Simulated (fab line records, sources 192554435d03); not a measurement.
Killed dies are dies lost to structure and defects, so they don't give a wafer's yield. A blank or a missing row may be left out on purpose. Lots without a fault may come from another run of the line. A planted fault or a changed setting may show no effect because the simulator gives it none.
Chamber matching | flow n5_finfet | N5_SDB_STRIP_21 on rie_diel-03: 4 sister chambers
The step strips in CF4. 18 wafers are shown with their chamber, then 9 later ones without.

WAFERS WITH THEIR CHAMBER
wafer  | chamber | drypump_motor_current_A (A) | throttle_valve_pct (%) | oes_product_au (a.u.)
L077.1 | 3       | 6.5                         | 13.75                  | 0.69
L077.2 | 0       | 5.0                         | 13.51                  | 0.97
L077.3 | 1       | 6.6                         | 13.78                  | 0.70
L080.2 | 1       | 6.6                         | 13.80                  | 0.69
L080.4 | 1       | 6.6                         | 13.80                  | 0.69
L080.5 | 0       | 5.0                         | 13.54                  | 0.93
L083.2 | 1       | 6.5                         | 13.83                  | 0.69
L083.5 | 0       | 5.0                         | 13.55                  | 0.91
L083.6 | 1       | 6.6                         | 13.84                  | 0.69
L085.1 | 0       | 5.0                         | 13.56                  | 0.91
L085.2 | 3       | 6.5                         | 13.16                  | 0.94
L085.5 | 2       | 4.8                         | 13.15                  | 0.92
L090.1 | 3       | 6.5                         | 13.18                  | 0.91
L090.2 | 1       | 6.6                         | 13.85                  | 0.68
L090.3 | 2       | 4.8                         | 13.15                  | 0.89
L091.2 | 2       | 4.8                         | 13.17                  | 0.89
L091.4 | 1       | 6.6                         | 13.86                  | 0.68
L091.5 | 2       | 4.8                         | 13.19                  | 0.88

SIGNATURES (means of the wafers above)
reading                 | chamber 0 | chamber 1 | chamber 2 | chamber 3 | scatter within a chamber
drypump_motor_current_A | 5.000     | 6.586     | 4.800     | 6.500     | 0.0247
throttle_valve_pct      | 13.5400   | 13.8229   | 13.1650   | 13.3633   | 0.129
oes_product_au          | 0.9300    | 0.6886    | 0.8950    | 0.8467    | 0.054
Rule: a wafer's distance from a chamber is the root of the sum, over the readings, of the square of ((its reading less the chamber's mean) divided by the reading's scatter). The wafer belongs to the nearest chamber; if the next one is less than 2 further off, it can't be placed. The scatter: the root of (the sum of the squares of (reading less its chamber's mean) over the shown wafers, divided by (wafers less chambers)).

WAFERS WITHOUT THEIR CHAMBER
wafer  | drypump_motor_current_A (A) | throttle_valve_pct (%) | oes_product_au (a.u.)
L092.1 | 5.0                         | 13.60                  | 0.87
L092.4 | 4.8                         | 13.18                  | 0.88
L092.6 | 4.8                         | 13.17                  | 0.88
L094.1 | 6.6                         | 13.88                  | 0.68
L094.2 | 5.0                         | 13.62                  | 0.87
L094.5 | 4.8                         | 13.19                  | 0.87
L096.2 | 6.5                         | 13.20                  | 0.87
L096.4 | 5.0                         | 13.64                  | 0.86
L096.6 | 6.6                         | 13.89                  | 0.67

WHICH CHAMBER EACH WENT THROUGH
wafer  | from the rows above | in truth
L092.1 | 0                   | 0
L092.4 | 2                   | 2
L092.6 | 2                   | 2
L094.1 | 1                   | 1
L094.2 | 0                   | 0
L094.5 | 2                   | 2
L096.2 | 3                   | 3
L096.4 | 0                   | 0
L096.6 | 1                   | 1
Placed correctly: 9 of 9. Can't be placed from these rows: 0. Placed wrongly: 0.
